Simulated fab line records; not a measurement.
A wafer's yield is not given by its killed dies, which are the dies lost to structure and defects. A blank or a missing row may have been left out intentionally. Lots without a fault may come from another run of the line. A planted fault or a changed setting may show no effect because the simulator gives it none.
Chamber matching ; flow n5_finfet ; N5_BEOL_M12_ILD_DEP_00 on pecvd-02 has 3 sister chambers
The step deposits SiOC from DEMS/O2, target thk 658.92 nm, time 130.7 s. 3 wafers are shown with their chamber, then 10 later ones without.

## WAFERS PAIRED WITH THEIR CHAMBERS
wafer;chamber;throttle_valve_pct (%)
L086.6;2;11.5
L090.2;0;11.7
L090.3;1;12.7

## WAFERS WHOSE CHAMBER IS MISSING
wafer;throttle_valve_pct (%)
L090.4;11.6
L092.2;11.8
L092.5;12.6
L092.6;11.6
L095.2;11.5
L095.3;12.4
L095.6;11.6
L097.1;11.7
L097.3;11.6
L097.6;11.5

## WHICH CHAMBER EACH WENT THROUGH
wafer;from the rows above;in truth
L090.4;can't be placed: 0 or 2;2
L092.2;can't be placed: 0 or 2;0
L092.5;1;1
L092.6;can't be placed: 0 or 2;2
L095.2;can't be placed: 2 or 0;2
L095.3;1;1
L095.6;can't be placed: 0 or 2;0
L097.1;can't be placed: 0 or 2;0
L097.3;can't be placed: 0 or 2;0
L097.6;can't be placed: 2 or 0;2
Placed correctly: 2 of 10. Unplaceable from these rows: 8, with the true chamber sitting among the candidates in 8. 0 placed wrongly.
How it was worked out, from the rows above alone: a wafer's distance from a chamber is the root of the sum, over the readings, of the square of ((its reading less the chamber's mean) divided by the reading's scatter). The wafer belongs to the nearest chamber; if the next one is less than 2 further off, it can't be placed. For every chamber, the mean is computed from those of its wafers that are shown. The scatter (one wafer shown for each chamber): square how far every hidden wafer sits from the nearest shown wafer, average those squares and take the square root.
